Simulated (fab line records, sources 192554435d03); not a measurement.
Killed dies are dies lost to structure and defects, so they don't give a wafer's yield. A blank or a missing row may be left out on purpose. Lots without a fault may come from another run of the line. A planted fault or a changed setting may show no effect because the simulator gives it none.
Split-lot experiment | flow n5_finfet | 7 lots, 39 wafers read, on a route of 1938 steps

THE SPLIT
At N5_DUMMY_GATE_ETCH_42 (etches SiO2 in CHF3/O2, target depth 3.5 nm, time 31 s), the setting bias_w was moved away from the recipe's 12 W on 18 of the 39 wafers read, by -16.7% to +15.3%. The other wafers ran this setting at the recipe's value.

The reading is taken at the split's own step.

THE READING
rf_vpp_V, in V, at N5_DUMMY_GATE_ETCH_42 (etches SiO2 in CHF3/O2, target depth 3.5 nm, time 31 s). Fault-free wafers of this fab line usually give 42.7 V, standard deviation 1 V.

wafer  | tool, chamber at the split | bias_w as run, W | against the recipe | rf_vpp_V, V | against lot-mates on the recipe
L075.1 | rie_diel-05, 1             | 12               | recipe             | 40.8        | -
L075.2 | rie_diel-05, 2             | 13.39            | +11.6%             | 45.3        | +3.4
L075.3 | rie_diel-05, 0             | 13.39            | +11.6%             | 45.5        | +3.6
L075.4 | rie_diel-05, 3             | 12               | recipe             | 42.4        | -
L075.5 | rie_diel-05, 0             | 13.39            | +11.6%             | 45.2        | +3.3
L075.6 | rie_diel-05, 1             | 12               | recipe             | 42.4        | -
L076.1 | rie_diel-06, 0             | 12               | recipe             | 43.1        | -
L076.2 | rie_diel-06, 3             | 12               | recipe             | 44.0        | -
L076.3 | rie_diel-06, 2             | 12               | recipe             | 43.4        | -
L076.4 | rie_diel-06, 1             | 10.71            | -10.7%             | 39.0        | -4.5
L076.5 | rie_diel-06, 2             | 10.71            | -10.7%             | 39.3        | -4.2
L076.6 | rie_diel-06, 3             | 10.71            | -10.7%             | 39.6        | -3.9
L083.1 | rie_diel-03, 3             | 13.77            | +14.7%             | 48.0        | +5.9
L083.2 | rie_diel-03, 1             | 13.77            | +14.7%             | 47.1        | +5.0
L083.3 | rie_diel-03, 0             | 12               | recipe             | 42.0        | -
L083.4 | rie_diel-03, 2             | 12               | recipe             | 41.8        | -
L083.5 | rie_diel-03, 1             | 13.77            | +14.7%             | 46.1        | +4.0
L083.6 | rie_diel-03, 0             | 12               | recipe             | 42.6        | -
L085.1 | rie_diel-06, 3             | 13.84            | +15.3%             | 47.8        | +4.8
L085.2 | rie_diel-06, 2             | 12               | recipe             | 42.5        | -
L085.3 | rie_diel-06, 0             | 13.84            | +15.3%             | 46.6        | +3.6
L085.4 | rie_diel-06, 1             | 13.84            | +15.3%             | 47.5        | +4.5
L085.5 | rie_diel-06, 0             | 12               | recipe             | 43.7        | -
L085.6 | rie_diel-06, 1             | 12               | recipe             | 42.9        | -
L093.1 | rie_diel-05, 1             | 12               | recipe             | 42.2        | -
L093.2 | rie_diel-05, 3             | 12               | recipe             | 42.9        | -
L093.5 | rie_diel-05, 1             | 12               | recipe             | 44.6        | -
L094.1 | rie_diel-03, 0             | 10.66            | -11.2%             | 37.4        | -5.9
L094.2 | rie_diel-03, 1             | 12               | recipe             | 44.2        | -
L094.3 | rie_diel-03, 3             | 10.66            | -11.2%             | 40.1        | -3.2
L094.4 | rie_diel-03, 2             | 10.66            | -11.2%             | 37.7        | -5.6
L094.5 | rie_diel-03, 2             | 12               | recipe             | 43.0        | -
L094.6 | rie_diel-03, 3             | 12               | recipe             | 42.8        | -
L096.1 | rie_diel-06, 0             | 9.992            | -16.7%             | 36.6        | -6.9
L096.2 | rie_diel-06, 3             | 12               | recipe             | 43.9        | -
L096.3 | rie_diel-06, 2             | 12               | recipe             | 43.0        | -
L096.4 | rie_diel-06, 0             | 9.992            | -16.7%             | 36.5        | -7.0
L096.5 | rie_diel-06, 2             | 9.992            | -16.7%             | 37.2        | -6.3
L096.6 | rie_diel-06, 3             | 12               | recipe             | 43.7        | -

THE FIT
A straight line over all 39 wafers: rf_vpp_V changes by +0.316 V for each +1% of bias_w; r = +0.96; the points scatter about the line by 0.92 V.
The same after taking each lot's own level away (the mean of its wafers on the recipe; 39 wafers): +0.355 V for each +1%; r = +0.97; scatter 0.77 V.
On that fit, the largest move of bias_w shifts the reading by 5.9 V.
The lots' own levels span 41.87 to 43.53 V, that is 1.7 times the standard deviation above.
So the lot-to-lot level changes the slope: the two fits differ.
Check: with one of the wafers moved furthest among these (-16.7%) left out of the fit, the line predicts -6.18 V for it against its lot-mates. It came out at -6.93 V against them.
Tool readings at the split's step, against how far the setting was moved: rf_vpp_V r = +0.96.

THE FILE'S OWN FIT
rf_vpp_V changes by +0.354 V for each +1% of bias_w, r = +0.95.
